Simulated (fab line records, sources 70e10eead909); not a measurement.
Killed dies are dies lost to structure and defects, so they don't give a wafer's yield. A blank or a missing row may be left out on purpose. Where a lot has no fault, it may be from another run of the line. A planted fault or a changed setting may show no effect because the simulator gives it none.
Which tool is to blame? || flow nand_harc || 24 lots, 72 wafers sampled, at 5 steps of a route of 1159

== WHAT THE GAUGES READ, wafer by wafer ==
NHARC_P_GATE_CD_MEAS_46: target cd 720 nm.
{"lot": "L074", "measured": "day 5 06:28", "on": "cd_sem-01", "cd_nm (nm)": "721.3 719.7 718.9"}
{"lot": "L077", "measured": "day 5 22:40", "on": "cd_sem-02", "cd_nm (nm)": "717.6 719.6 719.1"}
{"lot": "L076", "measured": "day 5 22:58", "on": "cd_sem-01", "cd_nm (nm)": "720.4 720.3 722.4"}
{"lot": "L075", "measured": "day 6 04:40", "on": "cd_sem-02", "cd_nm (nm)": "718.1 719.4 718.9"}
{"lot": "L078", "measured": "day 6 05:10", "on": "cd_sem-02", "cd_nm (nm)": "717.9 717.4 719.5"}
{"lot": "L079", "measured": "day 6 13:19", "on": "cd_sem-01", "cd_nm (nm)": "720.9 720.2 720.0"}
{"lot": "L080", "measured": "day 6 13:43", "on": "cd_sem-01", "cd_nm (nm)": "718.2 717.9 719.9"}
{"lot": "L082", "measured": "day 6 23:44", "on": "cd_sem-03", "cd_nm (nm)": "721.7 720.1 719.0"}
{"lot": "L081", "measured": "day 7 00:31", "on": "cd_sem-03", "cd_nm (nm)": "718.0 717.1 721.1"}
{"lot": "L084", "measured": "day 7 10:17", "on": "cd_sem-03", "cd_nm (nm)": "721.1 720.8 718.8"}
{"lot": "L083", "measured": "day 7 11:07", "on": "cd_sem-02", "cd_nm (nm)": "719.2 719.9 720.8"}
{"lot": "L086", "measured": "day 8 14:22", "on": "cd_sem-02", "cd_nm (nm)": "719.0 721.6 721.8"}
{"lot": "L087", "measured": "day 8 15:02", "on": "cd_sem-01", "cd_nm (nm)": "719.5 717.6 718.3"}
{"lot": "L085", "measured": "day 8 16:02", "on": "cd_sem-02", "cd_nm (nm)": "719.4 719.6 718.3"}
{"lot": "L089", "measured": "day 8 21:25", "on": "cd_sem-02", "cd_nm (nm)": "719.1 722.6 719.0"}
{"lot": "L088", "measured": "day 8 22:04", "on": "cd_sem-02", "cd_nm (nm)": "719.6 719.3 719.7"}
{"lot": "L090", "measured": "day 9 04:47", "on": "cd_sem-02", "cd_nm (nm)": "720.2 718.4 718.5"}
{"lot": "L092", "measured": "day 9 11:16", "on": "cd_sem-02", "cd_nm (nm)": "721.5 719.1 719.6"}
{"lot": "L091", "measured": "day 9 11:29", "on": "cd_sem-02", "cd_nm (nm)": "719.2 719.8 719.3"}
{"lot": "L093", "measured": "day 10 05:17", "on": "cd_sem-03", "cd_nm (nm)": "718.4 719.5 718.6"}
{"lot": "L094", "measured": "day 10 05:35", "on": "cd_sem-03", "cd_nm (nm)": "719.1 719.7 718.1"}
{"lot": "L095", "measured": "day 10 12:34", "on": "cd_sem-02", "cd_nm (nm)": "717.8 718.5 715.8"}
{"lot": "L096", "measured": "day 10 21:17", "on": "cd_sem-01", "cd_nm (nm)": "718.3 719.2 718.7"}
{"lot": "L097", "measured": "day 10 22:13", "on": "cd_sem-01", "cd_nm (nm)": "719.1 720.9 719.1"}

NHARC_P_M1_INSPECT_11.
{"lot": "L074", "measured": "day 5 23:26", "on": "defect_inspect-01", "raw_defect_count": "2 4 3"}
{"lot": "L077", "measured": "day 6 16:25", "on": "defect_inspect-02", "raw_defect_count": "4 4 2"}
{"lot": "L076", "measured": "day 6 20:56", "on": "defect_inspect-02", "raw_defect_count": "5 6 1"}
{"lot": "L075", "measured": "day 6 21:59", "on": "defect_inspect-02", "raw_defect_count": "7 6 6"}
{"lot": "L078", "measured": "day 7 00:08", "on": "defect_inspect-02", "raw_defect_count": "2 1 6"}
{"lot": "L079", "measured": "day 7 06:14", "on": "defect_inspect-02", "raw_defect_count": "5 5 5"}
{"lot": "L080", "measured": "day 7 06:59", "on": "defect_inspect-02", "raw_defect_count": "1 2 5"}
{"lot": "L082", "measured": "day 7 17:46", "on": "defect_inspect-01", "raw_defect_count": "2 5 2"}
{"lot": "L081", "measured": "day 7 19:12", "on": "defect_inspect-01", "raw_defect_count": "1 4 4"}
{"lot": "L084", "measured": "day 8 05:26", "on": "defect_inspect-01", "raw_defect_count": "1 5 3"}
{"lot": "L083", "measured": "day 8 08:06", "on": "defect_inspect-02", "raw_defect_count": "4 8 3"}
{"lot": "L086", "measured": "day 9 09:50", "on": "defect_inspect-01", "raw_defect_count": "2 2 2"}
{"lot": "L087", "measured": "day 9 10:08", "on": "defect_inspect-02", "raw_defect_count": "2 3 3"}
{"lot": "L085", "measured": "day 9 11:01", "on": "defect_inspect-01", "raw_defect_count": "4 4 4"}
{"lot": "L089", "measured": "day 9 16:40", "on": "defect_inspect-02", "raw_defect_count": "4 6 3"}
{"lot": "L088", "measured": "day 9 17:16", "on": "defect_inspect-02", "raw_defect_count": "2 0 2"}
{"lot": "L090", "measured": "day 10 00:06", "on": "defect_inspect-02", "raw_defect_count": "4 2 4"}
{"lot": "L092", "measured": "day 10 06:56", "on": "defect_inspect-02", "raw_defect_count": "4 3 3"}
{"lot": "L091", "measured": "day 10 07:23", "on": "defect_inspect-01", "raw_defect_count": "5 4 2"}
{"lot": "L093", "measured": "day 10 21:39", "on": "defect_inspect-01", "raw_defect_count": "2 2 10"}
{"lot": "L094", "measured": "day 10 22:14", "on": "defect_inspect-01", "raw_defect_count": "6 1 6"}
{"lot": "L095", "measured": "day 11 05:20", "on": "defect_inspect-02", "raw_defect_count": "6 5 3"}
{"lot": "L096", "measured": "day 11 15:20", "on": "defect_inspect-02", "raw_defect_count": "2 4 6"}
{"lot": "L097", "measured": "day 11 15:59", "on": "defect_inspect-02", "raw_defect_count": "5 9 14"}

NHARC_P_M2_INSPECT_11.
{"lot": "L074", "measured": "day 6 03:33", "on": "defect_inspect-02", "raw_defect_count": "1 3 4"}
{"lot": "L077", "measured": "day 6 20:26", "on": "defect_inspect-02", "raw_defect_count": "3 1 3"}
{"lot": "L076", "measured": "day 7 01:08", "on": "defect_inspect-02", "raw_defect_count": "6 9 0"}
{"lot": "L075", "measured": "day 7 02:28", "on": "defect_inspect-01", "raw_defect_count": "9 9 5"}
{"lot": "L078", "measured": "day 7 04:17", "on": "defect_inspect-02", "raw_defect_count": "2 8 6"}
{"lot": "L079", "measured": "day 7 10:22", "on": "defect_inspect-02", "raw_defect_count": "4 6 3"}
{"lot": "L080", "measured": "day 7 11:12", "on": "defect_inspect-01", "raw_defect_count": "2 1 5"}
{"lot": "L082", "measured": "day 7 21:47", "on": "defect_inspect-01", "raw_defect_count": "1 4 6"}
{"lot": "L081", "measured": "day 7 23:14", "on": "defect_inspect-01", "raw_defect_count": "4 3 5"}
{"lot": "L084", "measured": "day 8 09:38", "on": "defect_inspect-01", "raw_defect_count": "3 5 3"}
{"lot": "L083", "measured": "day 8 12:16", "on": "defect_inspect-01", "raw_defect_count": "3 5 3"}
{"lot": "L086", "measured": "day 9 13:59", "on": "defect_inspect-02", "raw_defect_count": "2 6 2"}
{"lot": "L087", "measured": "day 9 14:20", "on": "defect_inspect-02", "raw_defect_count": "5 4 5"}
{"lot": "L085", "measured": "day 9 15:11", "on": "defect_inspect-01", "raw_defect_count": "3 2 6"}
{"lot": "L089", "measured": "day 9 20:42", "on": "defect_inspect-02", "raw_defect_count": "3 6 2"}
{"lot": "L088", "measured": "day 9 21:38", "on": "defect_inspect-01", "raw_defect_count": "2 1 6"}
{"lot": "L090", "measured": "day 10 04:11", "on": "defect_inspect-02", "raw_defect_count": "3 0 2"}
{"lot": "L092", "measured": "day 10 11:07", "on": "defect_inspect-01", "raw_defect_count": "2 4 2"}
{"lot": "L091", "measured": "day 10 12:13", "on": "defect_inspect-02", "raw_defect_count": "3 1 2"}
{"lot": "L093", "measured": "day 11 01:43", "on": "defect_inspect-02", "raw_defect_count": "3 2 7"}
{"lot": "L094", "measured": "day 11 02:35", "on": "defect_inspect-02", "raw_defect_count": "2 3 5"}
{"lot": "L095", "measured": "day 11 10:10", "on": "defect_inspect-02", "raw_defect_count": "9 5 3"}
{"lot": "L096", "measured": "day 11 19:28", "on": "defect_inspect-02", "raw_defect_count": "6 3 6"}
{"lot": "L097", "measured": "day 11 20:11", "on": "defect_inspect-02", "raw_defect_count": "5 7 15"}

== WHAT TOOL EACH LOT RAN ON (gives the tool, then ch and the chambers of the sampled wafers, and finally the start) ==
{"lot": "L074", "NHARC_P_CONTACT_STRIP_28": "rie_diel-09 ch 1,3, day 5 16:11", "NHARC_P_M0_ETCH_34": "rie_diel-05 ch 0,1,2, day 5 19:31"}
{"lot": "L077", "NHARC_P_CONTACT_STRIP_28": "rie_diel-06 ch 0,2,3, day 6 08:06", "NHARC_P_M0_ETCH_34": "rie_diel-10 ch 0,3, day 6 12:31"}
{"lot": "L076", "NHARC_P_CONTACT_STRIP_28": "rie_diel-06 ch 0,1,3, day 6 08:36", "NHARC_P_M0_ETCH_34": "rie_diel-12 ch 0,1,2, day 6 17:04"}
{"lot": "L075", "NHARC_P_CONTACT_STRIP_28": "rie_diel-06 ch 0,1, day 6 13:46", "NHARC_P_M0_ETCH_34": "rie_diel-12 ch 0,1,3, day 6 18:10"}
{"lot": "L078", "NHARC_P_CONTACT_STRIP_28": "rie_diel-06 ch 0,2,3, day 6 14:23", "NHARC_P_M0_ETCH_34": "rie_diel-12 ch 2,3, day 6 20:12"}
{"lot": "L079", "NHARC_P_CONTACT_STRIP_28": "rie_diel-09 ch 0,1, day 6 23:02", "NHARC_P_M0_ETCH_34": "rie_diel-10 ch 2,3, day 7 02:16"}
{"lot": "L080", "NHARC_P_CONTACT_STRIP_28": "rie_diel-09 ch 0,1,2, day 6 23:32", "NHARC_P_M0_ETCH_34": "rie_diel-12 ch 0,1,3, day 7 02:53"}
{"lot": "L082", "NHARC_P_CONTACT_STRIP_28": "rie_diel-01 ch 0,2, day 7 09:54", "NHARC_P_M0_ETCH_34": "rie_diel-05 ch 0,2,3, day 7 13:20"}
{"lot": "L081", "NHARC_P_CONTACT_STRIP_28": "rie_diel-09 ch 1,3, day 7 10:20", "NHARC_P_M0_ETCH_34": "rie_diel-10 ch 0,2,3, day 7 15:19"}
{"lot": "L084", "NHARC_P_CONTACT_STRIP_28": "rie_diel-06 ch 0,1,2, day 7 19:29", "NHARC_P_M0_ETCH_34": "rie_diel-12 ch 0,3, day 8 01:32"}
{"lot": "L083", "NHARC_P_CONTACT_STRIP_28": "rie_diel-06 ch 0,1, day 7 20:29", "NHARC_P_M0_ETCH_34": "rie_diel-10 ch 0,1, day 8 03:59"}
{"lot": "L086", "NHARC_P_CONTACT_STRIP_28": "rie_diel-09 ch 0,1,2, day 8 23:48", "NHARC_P_M0_ETCH_34": "rie_diel-05 ch 0,2,3, day 9 05:32"}
{"lot": "L087", "NHARC_P_CONTACT_STRIP_28": "rie_diel-06 ch 0,1,3, day 9 01:11", "NHARC_P_M0_ETCH_34": "rie_diel-05 ch 0,3, day 9 06:10"}
{"lot": "L085", "NHARC_P_CONTACT_STRIP_28": "rie_diel-06 ch 0,1,2, day 9 02:58", "NHARC_P_M0_ETCH_34": "rie_diel-05 ch 2,3, day 9 07:03"}
{"lot": "L089", "NHARC_P_CONTACT_STRIP_28": "rie_diel-06 ch 0,1,3, day 9 07:55", "NHARC_P_M0_ETCH_34": "rie_diel-05 ch 1,3, day 9 12:46"}
{"lot": "L088", "NHARC_P_CONTACT_STRIP_28": "rie_diel-09 ch 0,2,3, day 9 08:02", "NHARC_P_M0_ETCH_34": "rie_diel-05 ch 0,1, day 9 13:20"}
{"lot": "L090", "NHARC_P_CONTACT_STRIP_28": "rie_diel-09 ch 0,1,3, day 9 14:20", "NHARC_P_M0_ETCH_34": "rie_diel-05 ch 1,2, day 9 20:02"}
{"lot": "L092", "NHARC_P_CONTACT_STRIP_28": "rie_diel-09 ch 0,2, day 9 20:43", "NHARC_P_M0_ETCH_34": "rie_diel-12 ch 0,2,3, day 10 02:45"}
{"lot": "L091", "NHARC_P_CONTACT_STRIP_28": "rie_diel-06 ch 0,1,3, day 9 21:23", "NHARC_P_M0_ETCH_34": "rie_diel-10 ch 0,2,3, day 10 03:25"}
{"lot": "L093", "NHARC_P_CONTACT_STRIP_28": "rie_diel-06 ch 0,1,3, day 10 14:28", "NHARC_P_M0_ETCH_34": "rie_diel-12 ch 0,1,2, day 10 17:47"}
{"lot": "L094", "NHARC_P_CONTACT_STRIP_28": "rie_diel-06 ch 1,2,3, day 10 14:54", "NHARC_P_M0_ETCH_34": "rie_diel-12 ch 0,1,3, day 10 18:13"}
{"lot": "L095", "NHARC_P_CONTACT_STRIP_28": "rie_diel-06 ch 0,1,2, day 10 22:14", "NHARC_P_M0_ETCH_34": "rie_diel-12 ch 1,2, day 11 01:27"}
{"lot": "L096", "NHARC_P_CONTACT_STRIP_28": "rie_diel-09 ch 2,3, day 11 06:32", "NHARC_P_M0_ETCH_34": "rie_diel-10 ch 0,1, day 11 09:52"}
{"lot": "L097", "NHARC_P_CONTACT_STRIP_28": "rie_diel-09 ch 1,3, day 11 07:43", "NHARC_P_M0_ETCH_34": "rie_diel-05 ch 1,3, day 11 11:08"}
- NHARC_P_CONTACT_STRIP_28: strips in O2.
- NHARC_P_M0_ETCH_34: etches the open film in N2/H2, target depth 40 nm, overetch 12 nm, time 43.94 s.

== WHAT THE TOOLS THEMSELVES READ (means of the sampled wafers that have a number; where no wafer has one, the mark that the record gives instead) ==
NHARC_P_CONTACT_STRIP_28.
{"lot": "L074", "tool": "rie_diel-09", "drypump_motor_current_A (A)": 5.2, "oes_product_au (a.u.)": 0.998, "rf_vpp_V (V)": 57.7, "showerhead_plenum_p_Torr (Torr)": 3.58, "throttle_valve_pct (%)": 17.038}
{"lot": "L077", "tool": "rie_diel-06", "drypump_motor_current_A (A)": 5.6, "oes_product_au (a.u.)": 0.998, "rf_vpp_V (V)": 57.3, "showerhead_plenum_p_Torr (Torr)": 3.47, "throttle_valve_pct (%)": 17.036}
{"lot": "L076", "tool": "rie_diel-06", "drypump_motor_current_A (A)": 5.9, "oes_product_au (a.u.)": 1.003, "rf_vpp_V (V)": 57.8, "showerhead_plenum_p_Torr (Torr)": 3.47, "throttle_valve_pct (%)": 17.034}
{"lot": "L075", "tool": "rie_diel-06", "drypump_motor_current_A (A)": 5.9, "oes_product_au (a.u.)": 1.002, "rf_vpp_V (V)": 58.4, "showerhead_plenum_p_Torr (Torr)": 3.51, "throttle_valve_pct (%)": 17.031}
{"lot": "L078", "tool": "rie_diel-06", "drypump_motor_current_A (A)": 5.6, "oes_product_au (a.u.)": 0.999, "rf_vpp_V (V)": 57.7, "showerhead_plenum_p_Torr (Torr)": 3.47, "throttle_valve_pct (%)": 17.038}
{"lot": "L079", "tool": "rie_diel-09", "drypump_motor_current_A (A)": 5.1, "oes_product_au (a.u.)": 0.995, "rf_vpp_V (V)": 58.2, "showerhead_plenum_p_Torr (Torr)": 3.68, "throttle_valve_pct (%)": 17.032}
{"lot": "L080", "tool": "rie_diel-09", "drypump_motor_current_A (A)": 5.6, "oes_product_au (a.u.)": 0.999, "rf_vpp_V (V)": 57.1, "showerhead_plenum_p_Torr (Torr)": 3.57, "throttle_valve_pct (%)": 17.048}
{"lot": "L082", "tool": "rie_diel-01", "drypump_motor_current_A (A)": 5.2, "oes_product_au (a.u.)": 0.997, "rf_vpp_V (V)": 58.4, "showerhead_plenum_p_Torr (Torr)": 3.64, "throttle_valve_pct (%)": 17.037}
{"lot": "L081", "tool": "rie_diel-09", "drypump_motor_current_A (A)": 5.2, "oes_product_au (a.u.)": 0.990, "rf_vpp_V (V)": 57.5, "showerhead_plenum_p_Torr (Torr)": 3.58, "throttle_valve_pct (%)": 17.032}
{"lot": "L084", "tool": "rie_diel-06", "drypump_motor_current_A (A)": 5.7, "oes_product_au (a.u.)": 0.998, "rf_vpp_V (V)": 57.4, "showerhead_plenum_p_Torr (Torr)": 3.51, "throttle_valve_pct (%)": 17.039}
{"lot": "L083", "tool": "rie_diel-06", "drypump_motor_current_A (A)": 5.9, "oes_product_au (a.u.)": 1.003, "rf_vpp_V (V)": 58.3, "showerhead_plenum_p_Torr (Torr)": 3.48, "throttle_valve_pct (%)": 17.042}
{"lot": "L086", "tool": "rie_diel-09", "drypump_motor_current_A (A)": 5.6, "oes_product_au (a.u.)": 0.995, "rf_vpp_V (V)": 58.0, "showerhead_plenum_p_Torr (Torr)": 3.57, "throttle_valve_pct (%)": 17.039}
{"lot": "L087", "tool": "rie_diel-06", "drypump_motor_current_A (A)": 6.0, "oes_product_au (a.u.)": 1.012, "rf_vpp_V (V)": 57.9, "showerhead_plenum_p_Torr (Torr)": 3.47, "throttle_valve_pct (%)": 17.035}
{"lot": "L085", "tool": "rie_diel-06", "drypump_motor_current_A (A)": 5.6, "oes_product_au (a.u.)": 1.004, "rf_vpp_V (V)": 57.3, "showerhead_plenum_p_Torr (Torr)": 3.51, "throttle_valve_pct (%)": 17.032}
{"lot": "L089", "tool": "rie_diel-06", "drypump_motor_current_A (A)": 6.0, "oes_product_au (a.u.)": 1.005, "rf_vpp_V (V)": 58.3, "showerhead_plenum_p_Torr (Torr)": 3.47, "throttle_valve_pct (%)": 17.047}
{"lot": "L088", "tool": "rie_diel-09", "drypump_motor_current_A (A)": 5.7, "oes_product_au (a.u.)": 0.996, "rf_vpp_V (V)": 58.3, "showerhead_plenum_p_Torr (Torr)": 3.56, "throttle_valve_pct (%)": 17.039}
{"lot": "L090", "tool": "rie_diel-09", "drypump_motor_current_A (A)": 5.2, "oes_product_au (a.u.)": 1.004, "rf_vpp_V (V)": 57.2, "showerhead_plenum_p_Torr (Torr)": 3.62, "throttle_valve_pct (%)": 17.033}
{"lot": "L092", "tool": "rie_diel-09", "drypump_motor_current_A (A)": 5.6, "oes_product_au (a.u.)": 1.000, "rf_vpp_V (V)": 57.7, "showerhead_plenum_p_Torr (Torr)": 3.61, "throttle_valve_pct (%)": 17.042}
{"lot": "L091", "tool": "rie_diel-06", "drypump_motor_current_A (A)": 6.0, "oes_product_au (a.u.)": 1.005, "rf_vpp_V (V)": 57.2, "showerhead_plenum_p_Torr (Torr)": 3.47, "throttle_valve_pct (%)": 17.041}
{"lot": "L093", "tool": "rie_diel-06", "drypump_motor_current_A (A)": 5.9, "oes_product_au (a.u.)": 1.006, "rf_vpp_V (V)": 58.0, "showerhead_plenum_p_Torr (Torr)": 3.46, "throttle_valve_pct (%)": 17.035}
{"lot": "L094", "tool": "rie_diel-06", "drypump_motor_current_A (A)": 5.7, "oes_product_au (a.u.)": 0.998, "rf_vpp_V (V)": 57.1, "showerhead_plenum_p_Torr (Torr)": 3.49, "throttle_valve_pct (%)": 17.036}
{"lot": "L095", "tool": "rie_diel-06", "drypump_motor_current_A (A)": 5.6, "oes_product_au (a.u.)": 1.001, "rf_vpp_V (V)": 57.8, "showerhead_plenum_p_Torr (Torr)": 3.50, "throttle_valve_pct (%)": 17.039}
{"lot": "L096", "tool": "rie_diel-09", "drypump_motor_current_A (A)": 5.8, "oes_product_au (a.u.)": 1.001, "rf_vpp_V (V)": 58.2, "showerhead_plenum_p_Torr (Torr)": 3.50, "throttle_valve_pct (%)": 17.032}
{"lot": "L097", "tool": "rie_diel-09", "drypump_motor_current_A (A)": 5.3, "oes_product_au (a.u.)": 1.002, "rf_vpp_V (V)": 57.2, "showerhead_plenum_p_Torr (Torr)": 3.57, "throttle_valve_pct (%)": 17.031}

NHARC_P_M0_ETCH_34.
{"lot": "L074", "tool": "rie_diel-05", "drypump_motor_current_A (A)": 5.7, "n2_flow_sccm (sccm)": 150.2, "oes_product_au (a.u.)": 0.999, "rf_vpp_V (V)": 429.0, "showerhead_plenum_p_Torr (Torr)": 1.98, "throttle_valve_pct (%)": 14.166}
{"lot": "L077", "tool": "rie_diel-10", "drypump_motor_current_A (A)": 5.9, "n2_flow_sccm (sccm)": 149.8, "oes_product_au (a.u.)": 1.000, "rf_vpp_V (V)": 428.4, "showerhead_plenum_p_Torr (Torr)": 1.99, "throttle_valve_pct (%)": 14.173}
{"lot": "L076", "tool": "rie_diel-12", "drypump_motor_current_A (A)": 5.9, "n2_flow_sccm (sccm)": 150.0, "oes_product_au (a.u.)": 1.001, "rf_vpp_V (V)": 428.7, "showerhead_plenum_p_Torr (Torr)": 2.00, "throttle_valve_pct (%)": 14.171}
{"lot": "L075", "tool": "rie_diel-12", "drypump_motor_current_A (A)": 5.9, "n2_flow_sccm (sccm)": 150.5, "oes_product_au (a.u.)": 1.000, "rf_vpp_V (V)": 429.8, "showerhead_plenum_p_Torr (Torr)": 1.98, "throttle_valve_pct (%)": 14.174}
{"lot": "L078", "tool": "rie_diel-12", "drypump_motor_current_A (A)": 6.4, "n2_flow_sccm (sccm)": 150.0, "oes_product_au (a.u.)": 0.998, "rf_vpp_V (V)": 432.6, "showerhead_plenum_p_Torr (Torr)": 2.12, "throttle_valve_pct (%)": 14.177}
{"lot": "L079", "tool": "rie_diel-10", "drypump_motor_current_A (A)": 6.0, "n2_flow_sccm (sccm)": 150.3, "oes_product_au (a.u.)": 1.000, "rf_vpp_V (V)": 426.5, "showerhead_plenum_p_Torr (Torr)": 1.92, "throttle_valve_pct (%)": 14.162}
{"lot": "L080", "tool": "rie_diel-12", "drypump_motor_current_A (A)": 5.9, "n2_flow_sccm (sccm)": 150.2, "oes_product_au (a.u.)": 1.005, "rf_vpp_V (V)": 428.6, "showerhead_plenum_p_Torr (Torr)": 1.98, "throttle_valve_pct (%)": 14.176}
{"lot": "L082", "tool": "rie_diel-05", "drypump_motor_current_A (A)": 5.8, "n2_flow_sccm (sccm)": 149.4, "oes_product_au (a.u.)": 1.002, "rf_vpp_V (V)": 430.5, "showerhead_plenum_p_Torr (Torr)": 2.07, "throttle_valve_pct (%)": 14.174}
{"lot": "L081", "tool": "rie_diel-10", "drypump_motor_current_A (A)": 5.9, "n2_flow_sccm (sccm)": 150.0, "oes_product_au (a.u.)": 1.002, "rf_vpp_V (V)": 430.5, "showerhead_plenum_p_Torr (Torr)": 2.00, "throttle_valve_pct (%)": 14.184}
{"lot": "L084", "tool": "rie_diel-12", "drypump_motor_current_A (A)": 6.1, "n2_flow_sccm (sccm)": 150.3, "oes_product_au (a.u.)": 0.990, "rf_vpp_V (V)": 428.8, "showerhead_plenum_p_Torr (Torr)": 1.96, "throttle_valve_pct (%)": 14.173}
{"lot": "L083", "tool": "rie_diel-10", "drypump_motor_current_A (A)": 5.4, "n2_flow_sccm (sccm)": 149.9, "oes_product_au (a.u.)": 1.007, "rf_vpp_V (V)": 431.9, "showerhead_plenum_p_Torr (Torr)": 2.10, "throttle_valve_pct (%)": 14.177}
{"lot": "L086", "tool": "rie_diel-05", "drypump_motor_current_A (A)": 5.8, "n2_flow_sccm (sccm)": 149.9, "oes_product_au (a.u.)": 0.998, "rf_vpp_V (V)": 431.8, "showerhead_plenum_p_Torr (Torr)": 2.07, "throttle_valve_pct (%)": 14.166}
{"lot": "L087", "tool": "rie_diel-05", "drypump_motor_current_A (A)": 5.8, "n2_flow_sccm (sccm)": 149.9, "oes_product_au (a.u.)": 0.999, "rf_vpp_V (V)": 430.5, "showerhead_plenum_p_Torr (Torr)": 2.05, "throttle_valve_pct (%)": 14.174}
{"lot": "L085", "tool": "rie_diel-05", "drypump_motor_current_A (A)": 5.9, "n2_flow_sccm (sccm)": 149.9, "oes_product_au (a.u.)": 1.003, "rf_vpp_V (V)": 432.6, "showerhead_plenum_p_Torr (Torr)": 2.10, "throttle_valve_pct (%)": 14.176}
{"lot": "L089", "tool": "rie_diel-05", "drypump_motor_current_A (A)": 5.3, "n2_flow_sccm (sccm)": 149.9, "oes_product_au (a.u.)": 1.003, "rf_vpp_V (V)": 428.9, "showerhead_plenum_p_Torr (Torr)": 2.01, "throttle_valve_pct (%)": 14.170}
{"lot": "L088", "tool": "rie_diel-05", "drypump_motor_current_A (A)": 5.6, "n2_flow_sccm (sccm)": 149.9, "oes_product_au (a.u.)": 0.995, "rf_vpp_V (V)": 427.8, "showerhead_plenum_p_Torr (Torr)": 1.95, "throttle_valve_pct (%)": 14.172}
{"lot": "L090", "tool": "rie_diel-05", "drypump_motor_current_A (A)": 5.4, "n2_flow_sccm (sccm)": 150.1, "oes_product_au (a.u.)": 1.002, "rf_vpp_V (V)": 427.8, "showerhead_plenum_p_Torr (Torr)": 1.96, "throttle_valve_pct (%)": 14.174}
{"lot": "L092", "tool": "rie_diel-12", "drypump_motor_current_A (A)": 6.2, "n2_flow_sccm (sccm)": 150.1, "oes_product_au (a.u.)": 0.999, "rf_vpp_V (V)": 430.6, "showerhead_plenum_p_Torr (Torr)": 2.04, "throttle_valve_pct (%)": 14.174}
{"lot": "L091", "tool": "rie_diel-10", "drypump_motor_current_A (A)": 5.9, "n2_flow_sccm (sccm)": 149.5, "oes_product_au (a.u.)": 1.008, "rf_vpp_V (V)": 429.3, "showerhead_plenum_p_Torr (Torr)": 2.00, "throttle_valve_pct (%)": 14.173}
{"lot": "L093", "tool": "rie_diel-12", "drypump_motor_current_A (A)": 5.9, "n2_flow_sccm (sccm)": 149.7, "oes_product_au (a.u.)": 1.009, "rf_vpp_V (V)": 429.0, "showerhead_plenum_p_Torr (Torr)": 2.00, "throttle_valve_pct (%)": 14.168}
{"lot": "L094", "tool": "rie_diel-12", "drypump_motor_current_A (A)": 5.9, "n2_flow_sccm (sccm)": 149.8, "oes_product_au (a.u.)": 1.005, "rf_vpp_V (V)": 428.8, "showerhead_plenum_p_Torr (Torr)": 1.98, "throttle_valve_pct (%)": 14.170}
{"lot": "L095", "tool": "rie_diel-12", "drypump_motor_current_A (A)": 5.8, "n2_flow_sccm (sccm)": 150.1, "oes_product_au (a.u.)": 1.003, "rf_vpp_V (V)": 430.2, "showerhead_plenum_p_Torr (Torr)": 2.02, "throttle_valve_pct (%)": 14.175}
{"lot": "L096", "tool": "rie_diel-10", "drypump_motor_current_A (A)": 5.4, "n2_flow_sccm (sccm)": 150.0, "oes_product_au (a.u.)": 1.003, "rf_vpp_V (V)": 431.9, "showerhead_plenum_p_Torr (Torr)": 2.09, "throttle_valve_pct (%)": 14.178}
{"lot": "L097", "tool": "rie_diel-05", "drypump_motor_current_A (A)": 5.3, "n2_flow_sccm (sccm)": 150.1, "oes_product_au (a.u.)": 1.000, "rf_vpp_V (V)": 430.4, "showerhead_plenum_p_Torr (Torr)": 2.01, "throttle_valve_pct (%)": 14.177}

== THE ANSWER, worked out from the rows above alone ==
Rule: usual is defined by the lots themselves. The widest of any qualifying gaps counts: lots, ordered by their means at a reading, are off when they make up no more than a third of the lots, leave a main group of 4 or more, and stand apart from it by 3 or more times the standard deviation of that group's means. If all means in a main group match to the digits the tables above print for the reading, that group is not used. A lot without any number at a reading at which 4 lots or more have one is off too. All remaining lots with rows at the step are treated as sound. First the gauges in route order, then the tools' own readings, where a lot's mean is used as printed above. The first step at which some lot is off is used, and at that step the reading that is off furthest; a lot without a number counts as furthest.
Nothing can be told from this: no lot is off at any reading shown.

== WHAT THE SIMULATOR HAD PUT IN ==
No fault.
